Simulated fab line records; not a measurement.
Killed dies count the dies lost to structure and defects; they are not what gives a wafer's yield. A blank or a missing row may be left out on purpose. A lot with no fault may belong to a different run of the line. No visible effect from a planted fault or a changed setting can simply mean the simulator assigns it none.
Which tool did it?    flow nand harc    11 lots, 33 wafers sampled, at 3 steps of a route of 1302

== WHAT EACH GAUGE READ, for each wafer ==
NHARC_A_ONON_D1_THK_MEAS_14: measures by ellipsometry. Usual: 998 nm for thk nm, sd 11.
lot   measured      on             thk nm (nm)     flag
L185  day 7 21:37   film metro-02  969 972 970     
L187  day 9 01:29   film metro-02  1003 1005 1002  
L190  day 9 22:38   film metro-02  1000 998 999    
L193  day 10 22:22  film metro-02  992 991 990     
L192  day 10 22:22  film metro-01  989 988 987     
L194  day 11 14:40  film metro-02  985 985 985     
L196  day 12 09:01  film metro-02  1002 1000 1002  
L202  day 14 21:57  film metro-01  993 993 993     
L205  day 16 00:54  film metro-01  1008 1009 1009  
L206  day 16 22:48  film metro-01  1006 1008 1006  
L207  day 17 02:41  film metro-01  991 990 991     

NHARC_A_CHANNEL_HOLE_D1_CD_MEAS_10 targets a cd of 100 nm. Usual: 100.1 nm for cd nm, sd 0.45.
lot   measured      on         cd nm (nm)         flag
L185  day 8 13:00   cd sem-01  100.6 99.9 100.0   
L187  day 9 17:40   cd sem-03  99.9 100.5 100.3   
L190  day 10 14:41  cd sem-03  100.1 100.2 100.1  
L193  day 11 17:35  cd sem-02  99.7 100.1 99.7    
L192  day 11 17:03  cd sem-02  100.3 100.1 99.6   
L194  day 12 10:57  cd sem-02  100.1 100.4 100.6  
L196  day 12 22:48  cd sem-03  102.4 102.1 102.8  OFF
L202  day 15 11:36  cd sem-03  101.9 102.4 102.7  OFF
L205  day 16 18:56  cd sem-03  99.5 99.7 99.9     
L206  day 17 11:48  cd sem-01  100.4 100.5 100.2  
L207  day 17 19:47  cd sem-02  100.4 100.0 99.7   

== WHAT TOOL EACH LOT RAN ON (gives the tool, then ch and the chambers of the sampled wafers, and finally the start) ==
lot   NHARC_A_CHANNEL_HOLE_D1_EXPOSE_07
L185  arfi scanner-02 ch 0, day 8 12:51
L187  arfi scanner-03 ch 0, day 9 17:31
L190  arfi scanner-03 ch 0, day 10 14:34
L193  arfi scanner-03 ch 0, day 11 17:27
L192  arfi scanner-01 ch 0, day 11 16:55
L194  arfi scanner-03 ch 0, day 12 10:49
L196  arfi scanner-03 ch 0, day 12 22:40
L202  arfi scanner-03 ch 0, day 15 11:28
L205  arfi scanner-02 ch 0, day 16 18:47
L206  arfi scanner-01 ch 0, day 17 11:40
L207  arfi scanner-01 ch 0, day 17 19:38
- NHARC_A_CHANNEL_HOLE_D1_EXPOSE_07: exposes mask HOLE D1, target cd 100 nm.

== AS READ BY THE TOOLS THEMSELVES (means over the sampled wafers that have a number; for cases with no such wafer, the mark the record gives instead) ==
NHARC_A_CHANNEL_HOLE_D1_EXPOSE_07. Usual: 59.63 for exposure dose mJ cm2, sd 0.059.
lot   tool             exposure dose mJ cm2  flag
L185  arfi scanner-02  59.66                 
L187  arfi scanner-03  59.64                 
L190  arfi scanner-03  59.70                 
L193  arfi scanner-03  59.70                 
L192  arfi scanner-01  59.65                 
L194  arfi scanner-03  59.69                 
L196  arfi scanner-03  62.96                 OFF
L202  arfi scanner-03  62.40                 OFF
L205  arfi scanner-02  59.61                 
L206  arfi scanner-01  59.52                 
L207  arfi scanner-01  59.60                 

== THE ANSWER, worked out from the rows above alone ==
Rule: a lot counts as off when the mean over its wafers that have a number is more than 3 standard deviations away from the usual mean. A lot without any number at a reading at which 4 lots or more have one is off too. Where the step has rows for the other lots, those lots are counted as sound. After the gauges, taken in route order, come the tools' own readings; for these a lot's mean is taken, as printed above. The first step at which some lot is off is used, and at that step the reading that is off furthest; a lot without a number counts as furthest.
Off: L196, L202 (NHARC_A_CHANNEL_HOLE_D1_CD_MEAS_10, cd nm).
A tool fits if, at a process step before that reading, it ran every lot that is off, and no sound lot after the first of them. The gauges at NHARC_A_CHANNEL_HOLE_D1_CD_MEAS_10 aren't tried: what is off there is off at NHARC_A_CHANNEL_HOLE_D1_EXPOSE_07 too, on other tools, and a gauge's error can't cause that. One fits: arfi scanner-03 at NHARC_A_CHANNEL_HOLE_D1_EXPOSE_07. Its last sound lot is L194 (day 12 10:49), its first lot that is off L196 (day 12 22:40): a fault that began between those two fits.
The tool's own readings at NHARC_A_CHANNEL_HOLE_D1_EXPOSE_07 bear it out: on the lots that are off they differ by more than 5 times the standard deviation of the sound lots' means. exposure dose mJ cm2 reads 62.68 there against 59.64 on the sound lots.

== WHAT WAS PUT IN BY THE SIMULATOR ==
Drift in process parameters on arfi scanner-03 at NHARC_A_CHANNEL_HOLE_D1_EXPOSE_07, starting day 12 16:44. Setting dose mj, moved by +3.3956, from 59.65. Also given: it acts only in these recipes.
Struck lots among those shown: L196, L202. The same result came from the rule above.
